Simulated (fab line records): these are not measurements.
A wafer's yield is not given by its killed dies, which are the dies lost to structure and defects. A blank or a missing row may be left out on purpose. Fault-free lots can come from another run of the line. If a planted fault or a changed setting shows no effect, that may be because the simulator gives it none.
Which of the tools did it? | flow nand-harc | Sampling: 6 lots, 18 wafers, 4 of 1159 route steps

WHAT THE GAUGES READ, wafer by wafer
NHARC_END_SORT_01.
lot  | measured     | on        | killed-at-periphery
L781 | day 19 23:44 | prober-01 | 5 3 1
L783 | day 19 14:13 | prober-02 | 1 5 2
L789 | day 23 04:03 | prober-02 | 19 30 26

WHICH TOOL RAN EACH LOT (tool, then ch and the chambers of the sampled wafers, then the start)
lot  | NHARC_P_M1_PVD_21                       | NHARC_P_M1_ANNEAL_31             | NHARC_P_M1_CMP_23
L781 | pvd-sputter-02, day 7 02:16 or earlier  | rtp-anneal-01 ch 0, day 7 02:16  | cmp-03 ch 0,1,3, day 7 02:35
L783 | pvd-sputter-03, day 7 06:33 or earlier  | rtp-anneal-01 ch 0, day 7 06:33  | cmp-03 ch 0,1, day 7 06:54
L787 | pvd-sputter-01, day 8 06:58 or earlier  | rtp-anneal-02 ch 0, day 8 06:58  | cmp-03 ch 0,1, day 8 07:17
L791 | pvd-sputter-02, day 9 03:53 or earlier  | rtp-anneal-02 ch 0, day 9 03:53  | cmp-04 ch 0,2,3, day 9 04:17
L789 | pvd-sputter-02, day 9 05:16 or earlier  | rtp-anneal-02, day 9 05:16       | cmp-02 ch 0,2, day 9 05:33
L797 | pvd-sputter-01, day 11 05:10 or earlier | rtp-anneal-02 ch 0, day 11 05:10 | cmp-04 ch 0,1,3, day 11 05:33
- NHARC_P_M1_PVD_21: deposits Cu, target thk 30 nm, time 20.49 s.
- NHARC_P_M1_ANNEAL_31: time 90 s.
- NHARC_P_M1_CMP_23: polishes, t overpolish 20 s, target thk 157.82 nm.

THE ANSWER, worked out from the rows above alone
Rule: the lots themselves supply what counts as usual. Put in order of their means at a reading, lots are off if they are a third of the lots or fewer, leave a main group of 4 or more, and stand apart from it by a gap of 3 or more times the standard deviation of the main group's means; of several such gaps the widest counts. A main group whose means are all the same, to the digits that the tables above print for the reading, isn't used. A lot without any number at a reading at which 4 lots or more have one is off too. The other lots that the step has rows for count as sound.
No lot is off at any reading shown: from this, nothing can be told.

WHAT THE SIMULATOR HAD PUT IN
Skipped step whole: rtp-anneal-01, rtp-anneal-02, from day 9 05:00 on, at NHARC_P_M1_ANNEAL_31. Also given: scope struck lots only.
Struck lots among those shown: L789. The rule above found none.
